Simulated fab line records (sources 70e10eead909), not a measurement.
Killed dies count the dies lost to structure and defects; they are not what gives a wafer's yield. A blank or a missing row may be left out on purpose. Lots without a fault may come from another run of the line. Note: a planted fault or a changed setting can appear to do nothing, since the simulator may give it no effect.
What tool caused it?	flow nand-harc	Sampling: 13 lots, 39 wafers, 5 of 1302 route steps

WHAT THE GAUGES READ, wafer by wafer
NHARC_A_CONTACT_OVL_MEAS_43. Usual: overlay-x-nm 0.1 nm, standard deviation 0.89; overlay-y-nm -0.1 nm, standard deviation 0.76.
lot	measured	on	overlay-x-nm (nm)	overlay-y-nm (nm)	flag
L779	day 21 21:50	overlay-02	0.2 0.4 0.8	0.0 0.0 0.2	
L778	day 21 21:59	overlay-02	-0.4 -0.6 -1.1	0.4 0.6 -0.3	
L777	day 21 22:47	overlay-02	-1.2 -0.9 -0.9	0.7 0.9 1.1	
L780	day 22 11:36	overlay-02	0.8 0.9 1.0	-0.8 0.3 -0.3	
L782	day 23 20:08	overlay-02	-0.3 -0.7 -0.7	-1.4 -1.1 -1.3	
L783	day 24 08:40	overlay-02	0.1 -0.8 -0.8	-0.6 -1.0 -0.8	
L784	day 25 09:55	overlay-01	-0.1 0.1 -0.3	0.4 0.1 0.2	
L786	day 25 13:01	overlay-01	-0.6 -0.4 -0.4	1.1 0.5 0.6	
L793	day 27 12:36	overlay-01	0.5 -0.6 0.2	-0.4 -0.4 -0.6	
L792	day 27 20:37	overlay-01	-1.6 -2.2 -1.9	0.5 0.6 0.2	
L794	day 27 22:07	overlay-01	0.5 0.3 0.2	-0.9 -0.7 -0.7	
L799	day 31 00:05	overlay-02	-0.4 -0.3 -0.5	-0.5 -0.3 -0.3	
L800	day 31 00:18	overlay-02	0.0 0.9 -0.3	0.5 1.1 0.6	

NHARC_END_SORT_01. Usual: killed-at-array 55, standard deviation 17; killed-at-other 1.1, standard deviation 1.6; killed-at-periphery 3.8, standard deviation 2.5; killed-dies 60, standard deviation 18; killed-open 3.3, standard deviation 1.9; killed-short 2.5, standard deviation 1.7.
lot	measured	on	killed-at-array	killed-at-other	killed-at-periphery	killed-dies	killed-open	killed-short	flag
L779	day 24 20:28	prober-02	70 84 67	0 0 0	3 3 0	73 87 67	4 5 3	2 2 1	
L778	day 24 21:59	prober-01	67 74 61	0 1 0	10 8 6	77 83 67	7 5 4	1 3 3	
L777	day 25 04:09	prober-01	80 53 49	0 0 0	6 11 4	86 64 53	3 1 5	2 2 1	
L780	day 25 13:18	prober-02	55 75 56	0 2 1	4 6 5	59 83 62	0 3 3	3 2 1	
L782	day 27 02:04	prober-02	70 59 65	1 3 1	1 3 4	72 65 70	6 3 3	5 3 4	
L783	day 27 09:49	prober-01	60 56 65	0 0 0	1 3 2	61 59 67	6 5 3	1 2 1	
L784	day 28 11:44	prober-01	92 82 77	0 3 0	2 7 3	94 92 80	2 3 5	0 1 3	
L786	day 28 11:47	prober-02	18 19 15	6 7 4	3 4 4	27 30 23	5 3 3	2 1 1	
L793	day 30 11:41	prober-02	65 55 54	0 0 0	5 11 11	70 66 65	5 3 7	1 2 2	
L792	day 31 00:41	prober-01	54 52 49	0 0 0	7 2 2	61 54 51	5 1 5	2 2 1	
L794	day 30 23:14	prober-01	63 86 78	0 0 0	4 2 5	67 88 83	2 3 5	5 1 3	
L799	day 34 08:27	prober-01	49 61 65	0 0 1	3 1 6	52 62 72	3 3 4	2 3 3	
L800	day 34 08:28	prober-02	72 65 62	0 0 0	3 5 1	75 70 63	3 4 1	4 1 3	

EACH LOT AND THE TOOL THAT RAN IT (in order: tool; ch and the chambers of the sampled wafers; start)
lot	NHARC_A_WL_FILL_ALD_02	NHARC_A_WL_FILL_CVD_03	NHARC_A_CONTACT_DEP_24
L779	ald-metal-03 ch 1,2,3, day 20 18:16	cvd-w-01 ch 0,1, day 20 18:40	pecvd-03 ch 0,1,2, day 21 11:34
L778	ald-metal-02 ch 0,2,3, day 20 18:20	cvd-w-02 ch 0,1, day 20 18:46	pecvd-01 ch 0,1, day 21 11:41
L777	ald-metal-02 ch 0,2, day 20 22:07	cvd-w-01 ch 0,1, day 20 22:34	pecvd-04 ch 0,1, day 21 16:42
L780	ald-metal-02 ch 2,3, day 21 10:11	cvd-w-02 ch 0,1, day 21 10:38	pecvd-04 ch 0,1,2, day 22 05:42
L782	ald-metal-03 ch 1,3, day 22 21:08	cvd-w-01 ch 0,1, day 22 21:38	pecvd-04 ch 1,2, day 23 14:26
L783	ald-metal-03 ch 2,3, day 23 05:08	cvd-w-02 ch 0,1, day 23 05:41	pecvd-04 ch 0,2, day 24 01:16
L784	ald-metal-04 ch 0,1,2, day 24 03:56	cvd-w-02 ch 0,1, day 24 04:28	pecvd-01 ch 0,1,2, day 25 01:17
L786	ald-metal-03 ch 0,1, day 24 11:46	cvd-w-01 ch 0,1, day 24 12:15	pecvd-03 ch 1,2, day 25 07:32
L793	ald-metal-03 ch 0,1,3, day 26 12:25	cvd-w-02 ch 0,1, day 26 12:51	pecvd-03 ch 0,1,2, day 27 06:18
L792	ald-metal-03 ch 0,1,3, day 26 17:08	cvd-w-02 ch 0,1, day 26 17:36	pecvd-01 ch 1,2, day 27 15:01
L794	ald-metal-04 ch 0,1,2, day 26 17:21	cvd-w-01 ch 0,1, day 26 17:44	pecvd-03 ch 0,2, day 27 12:30
L799	ald-metal-02 ch 0,2,3, day 29 23:40	cvd-w-01 ch 1, day 30 00:05	pecvd-01 ch 0,2, day 30 18:28
L800	ald-metal-03 ch 1,2, day 29 23:44	cvd-w-02 ch 0,1, day 30 00:08	pecvd-04 ch 0,1,2, day 30 18:41
- NHARC_A_WL_FILL_ALD_02: deposits TiN, target thk 2 nm, pulse time 3 s, ald cycles 100.
- NHARC_A_WL_FILL_CVD_03: deposits W, target thk 40 nm, time 279 s.
- NHARC_A_CONTACT_DEP_24: deposits SiO2, target thk 500 nm.

WHAT THE TOOLS THEMSELVES READ (means of the sampled wafers that have a number; where no wafer has one, the mark that the record gives instead)
NHARC_A_WL_FILL_ALD_02. Usual: heater-power-outer-w 696 W, standard deviation 91; heater-power-w 1078 W, standard deviation 110; precursor-pulse-height-rel 1.001, standard deviation 0.02.
lot	tool	heater-power-outer-w (W)	heater-power-w (W)	precursor-pulse-height-rel	flag
L779	ald-metal-03	757	1143	1.004	
L778	ald-metal-02	718	1080	1.011	
L777	ald-metal-02	697	1056	0.980	
L780	ald-metal-02	651	1003	1.013	
L782	ald-metal-03	699	1052	0.997	
L783	ald-metal-03	830	1208	1.001	
L784	ald-metal-04	669	1034	0.992	
L786	ald-metal-03	597	977	1.001	
L793	ald-metal-03	639	1039	0.981	
L792	ald-metal-03	633	1044	1.019	
L794	ald-metal-04	678	1043	0.984	
L799	ald-metal-02	725	1062	0.991	
L800	ald-metal-03	751	1093	0.997	

NHARC_A_WL_FILL_CVD_03. Usual: heater-power-outer-w 252 W, standard deviation 22; heater-power-w 447 W, standard deviation 45; throttle-valve-pct 8.18 %, standard deviation 0.18.
lot	tool	heater-power-outer-w (W)	heater-power-w (W)	throttle-valve-pct (%)	flag
L779	cvd-w-01	244	435	8.27	
L778	cvd-w-02	240	425	7.93	
L777	cvd-w-01	248	446	8.29	
L780	cvd-w-02	267	471	8.14	
L782	cvd-w-01	247	445	8.37	
L783	cvd-w-02	244	426	7.97	
L784	cvd-w-02	264	467	8.03	
L786	cvd-w-01	247	445	8.20	
L793	cvd-w-02	258	476	8.13	
L792	cvd-w-02	244	421	8.20	
L794	cvd-w-01	256	456	8.22	
L799	cvd-w-01	249	436	8.25	
L800	cvd-w-02	241	417	8.13	

NHARC_A_CONTACT_DEP_24. Usual: heater-power-outer-w 275 W, standard deviation 51; heater-power-w 528 W, standard deviation 71; mfc-precursor-sccm 161.4 sccm, standard deviation 0.47; throttle-valve-pct 15.9 %, standard deviation 0.38.
lot	tool	heater-power-outer-w (W)	heater-power-w (W)	mfc-precursor-sccm (sccm)	throttle-valve-pct (%)	flag
L779	pecvd-03	248	506	161.3	16.1	
L778	pecvd-01	338	603	161.7	15.9	
L777	pecvd-04	246	508	161.8	16.2	
L780	pecvd-04	245	499	161.7	15.9	
L782	pecvd-04	250	499	161.5	15.8	
L783	pecvd-04	278	556	161.4	15.7	
L784	pecvd-01	348	596	161.5	15.9	
L786	pecvd-03	283	544	161.7	15.5	
L793	pecvd-03	274	534	163.3	15.8	OFF
L792	pecvd-01	326	545	161.2	16.0	
L794	pecvd-03	293	548	163.7	15.5	OFF
L799	pecvd-01	283	517	161.5	15.6	
L800	pecvd-04	253	509	161.2	16.0	

THE ANSWER, worked out from the rows above alone
Rule: take the mean of a lot's wafers that have a number; if it is more than 3 standard deviations from the usual mean, the lot is off. Also off: a lot with no number at a reading for which 4 or more lots have one. The other lots that the step has rows for count as sound. The gauges are gone through in route order, then the tools' own readings, and for those a lot's mean is taken as printed above. The first step at which some lot is off is used, and at that step the reading that is off furthest; a lot without a number counts as furthest.
Off, at NHARC_A_CONTACT_DEP_24 on mfc-precursor-sccm: L793, L794.
If a tool, at that step or one of the process steps before it, ran each lot that is off and ran no sound lot following the first of them, it fits. One fits: NHARC_A_CONTACT_DEP_24 on pecvd-03. A fault onset in the window from L786 (day 25 07:32, its last sound lot) to L793 (day 27 06:18, its first lot off) fits.
On the lots that are off, the tool's own readings at NHARC_A_CONTACT_DEP_24 differ by more than 5 times the standard deviation of the sound lots' means, which bears it out; mfc-precursor-sccm reads 163.5 sccm there versus 161.5 sccm on the sound lots.

WHAT WAS PUT IN BY THE SIMULATOR
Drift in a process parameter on pecvd-03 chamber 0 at NHARC_A_CONTACT_DEP_24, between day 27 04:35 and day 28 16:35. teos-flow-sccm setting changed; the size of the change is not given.
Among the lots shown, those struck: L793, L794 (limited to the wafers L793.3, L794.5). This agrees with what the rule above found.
